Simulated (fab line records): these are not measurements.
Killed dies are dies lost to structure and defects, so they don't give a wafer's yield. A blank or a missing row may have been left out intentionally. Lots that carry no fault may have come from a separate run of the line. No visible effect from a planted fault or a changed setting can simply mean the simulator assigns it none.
A lot that was struck, set against a sound lot + flow n5Finfet + 16 steps out of a route of 1938
Sound: these wafers, L311.1, L311.3, L311.5. Wafers struck: L320.4, L320.6. The cause is named last.
At each step with rows: each side's tool, then ch and its chambers, then its first start. Under that, the readings that differ: sound wafers + struck wafers + difference of the means + sigmas: that difference in standard deviations of wafers without a fault.
alike: same words and numbers on both sides, and readings whose means sit less than 2 such deviations apart. not compared: any withheld reading, any reading some wafer has no value for, any bound like >300 that may hide the same value, and any number with overlapping values for which the record gives no deviation.
A row with sigmas, a row that says differs or no value, or rows on one side alone: a step with any of these is where the two part. Numbers that don't overlap but have no deviation are shown without sigmas and don't part them. Lack of a reading on every wafer of one side parts them only where that side has two or more wafers.

N5_GATE_CUT_OVL_MEAS_14:
  sound on overlay-02 ch 0, day 6 05:05; struck on overlay-01 ch 0, day 8 13:59
  alike: GATE_CUT_OVL
N5_GATE_CUT_INSPECT_15: inspects for defects (brightfield).
  sound on defectInspect-01 at day 6 05:09; struck on defectInspect-02 at day 8 14:02
  alike: rawDefectCount
N5_GATE_CUT_DESCUM_18: chemistry O2, time 7 s.
  sound on rieDiel-01 ch 0,2,3, day 6 05:11; struck on rieDiel-03 ch 2,3, day 8 14:04
  alike: biasPowerW, drypumpMotorCurrentA, oesProductAu, rfVppV, showerheadPlenumPTorr, throttleValvePct
  not compared: rfHoursCounterH
N5_GATE_CUT_ETCH_28: etches underlayer in N2/H2, target depth 13 nm, time 10.4 s.
  sound on rieDiel-01 ch 0,2,3, day 6 05:13; struck on rieDiel-03 ch 2,3, day 8 14:06
| reading           | sound             | struck      | difference | sigmas |
|-------------------|-------------------|-------------|------------|--------|
| n2FlowSccm (sccm) | 199.9 201.1 200.8 | 199.7 198.7 | -1.4       | -2     |
  alike: drypumpMotorCurrentA, etchRfOnTimeS, oesProductAu, rfVppV, showerheadPlenumPTorr, throttleValvePct
  not compared: rfHoursCounterH
then, 1 step without rows for these wafers: N5_GATE_CUT_ETCH_36 (etches SiARC in CF4, target depth 13 nm, time 21.7 s).
N5_GATE_CUT_ETCH_37: etches SOC in N2/H2, target depth 60 nm, overetch 12 nm, time 90 s.
  sound on rieDiel-01 ch 0,2,3, day 6 05:16; struck on rieDiel-03 ch 2,3, day 8 14:09
  alike: drypumpMotorCurrentA, n2FlowSccm, oesProductAu, rfVppV, showerheadPlenumPTorr, throttleValvePct
  not compared: rfHoursCounterH
then, 2 steps without rows for these wafers: N5_GATE_CUT_STRIP_38 (strips in N2/H2); N5_GATE_CUT_STRIP_39 (strips in N2/H2).
N5_GATE_CUT_HM_OPEN_40: chemistry C4F6/O2, target SiO2, target depth 139 nm, time 85.1 s.
  sound on rieDiel-01 ch 0,2,3, day 6 05:20; struck on rieDiel-03 ch 2,3, day 8 14:14
  alike: drypumpMotorCurrentA, etchRfOnTimeS, oesProductAu, rfVppV, showerheadPlenumPTorr, throttleValvePct
  not compared: rfHoursCounterH
then, 1 step without rows for these wafers: N5_GATE_CUT_STRIP_41 (strips in CF4).
N5_GATE_CUT_STRIP_42: strips in O2.
  sound on rieDiel-01 ch 0,2,3, day 6 05:26; struck on rieDiel-03 ch 2,3, day 8 14:19
  alike: drypumpMotorCurrentA, oesProductAu, rfVppV, showerheadPlenumPTorr, throttleValvePct
  not compared: rfHoursCounterH
then, 1 step without rows for these wafers: N5_GATE_CUT_ETCH_19 (etches SiNx in CH3F/O2, target depth 53.7 nm, time 76.7 s).
N5_GATE_CUT_CUT_ETCH_53: etches W in SF6/Cl2, target depth 79.2 nm.
  sound on rieMetal-03 ch 0,1, day 6 05:34; struck on rieMetal-03 ch 0,1, day 8 14:29
| reading             | sound          | struck    | difference | sigmas |
|---------------------|----------------|-----------|------------|--------|
| etchRfOnTimeS (s)   | 26.9 26.7 26.7 | 17.3 17.2 | -9.5       | -13    |
| oesProductAu (a.u.) | 0.69 0.79 0.80 | 0.90 1.01 | +0.20      | +2     |
  alike: drypumpMotorCurrentA, mfcCl2Sccm, throttleValvePct
  not compared: rfHoursCounterH
then, 1 step without rows for these wafers: N5_GATE_CUT_CUT_ETCH_54 (etches TiN in Cl2/BCl3, target depth 96.7 nm).
-- record jumps: 5 days separate the struck wafers' starts on either side; left off in module GATE_CUT, taken up again in module BEOL_M4, whose first shown step is the route's number 1111 --
N5_BEOL_M4_RC_MEAS_101:
  sound on prober-02 ch 0, day 10 03:49; struck on prober-02 ch 0, day 13 15:25
  alike: DIBL_N, DIBL_P, IOFF_N, IOFF_P, ION_N, ION_P, SS_N, SS_P, VT_N, VT_P
next, for these wafers, 1 step has no rows: N5_PASSIVATION_PROBE_49.

== WHERE THEY PART ==
At N5_GATE_CUT_ETCH_28 first; at N5_GATE_CUT_CUT_ETCH_53 last (within this record only). Later steps at which nothing parts them and some readings are alike: N5_BEOL_M4_RC_MEAS_101.

WHY: what the simulator had put in
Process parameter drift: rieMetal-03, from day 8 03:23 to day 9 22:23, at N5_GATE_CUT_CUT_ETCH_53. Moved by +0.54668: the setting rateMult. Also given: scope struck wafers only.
